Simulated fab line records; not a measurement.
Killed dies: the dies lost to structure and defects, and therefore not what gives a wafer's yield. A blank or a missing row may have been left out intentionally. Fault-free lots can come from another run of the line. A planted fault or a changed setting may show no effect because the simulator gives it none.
What tool caused it? | flow n5-finfet | 33 wafers sampled from 11 lots at 1 step of a route of 1938

WHAT THE GAUGES READ, wafer by wafer
N5_MIM_BOT_LITHO_CD_MEAS_08: target cd 3000 nm.
lot  | measured     | on        | cd-nm (nm)
L854 | day 11 16:26 | cd-sem-03 | 2995.2 2998.4 2996.7
L858 | day 12 08:55 | cd-sem-01 | 2999.8 2998.8 3000.4
L856 | day 12 09:57 | cd-sem-02 | 2997.0 2995.7 2998.4
L860 | day 13 06:26 | cd-sem-01 | 3002.5 3000.4 2999.0
L861 | day 13 18:43 | cd-sem-03 | 2997.9 2999.4 3000.1
L865 | day 14 15:31 | cd-sem-03 | 3000.3 3002.4 2999.6
L867 | day 15 00:50 | cd-sem-03 | 3002.2 3000.8 3003.7
L869 | day 15 23:23 | cd-sem-03 | 2999.6 2998.3 3001.5
L874 | day 17 04:11 | cd-sem-01 | 3000.7 2999.4 2998.6
L877 | day 17 16:34 | cd-sem-02 | 3000.9 3000.4 3004.1
L876 | day 17 21:18 | cd-sem-03 | 2998.9 2998.6 3001.3

TOOL THAT RAN EACH LOT (tool first, then ch and the chambers of the sampled wafers, then the start)
Record: no process step prior to these readings.

AS READ BY THE TOOLS THEMSELVES (means over the sampled wafers that have a number; for cases with no such wafer, the mark the record gives instead)
The record holds no such reading with a usual standard deviation.

THE ANSWER, worked out from the rows above alone
Rule: the lots themselves supply what counts as usual. The widest of any qualifying gaps counts: lots, ordered by their means at a reading, are off when they make up no more than a third of the lots, leave a main group of 4 or more, and stand apart from it by 3 or more times the standard deviation of that group's means. Not used: any main group whose means are identical at the precision the tables above print for the reading. A lot without any number at a reading at which 4 lots or more have one is off too. The other lots that the step has rows for count as sound. After the gauges, taken in route order, come the tools' own readings; for these a lot's mean is taken, as printed above. The first step at which some lot is off is used, and at that step the reading that is off furthest; a lot without a number counts as furthest.
Nothing can be told from this: no lot is off at any reading shown.

WHAT HAD BEEN PUT IN BY THE SIMULATOR
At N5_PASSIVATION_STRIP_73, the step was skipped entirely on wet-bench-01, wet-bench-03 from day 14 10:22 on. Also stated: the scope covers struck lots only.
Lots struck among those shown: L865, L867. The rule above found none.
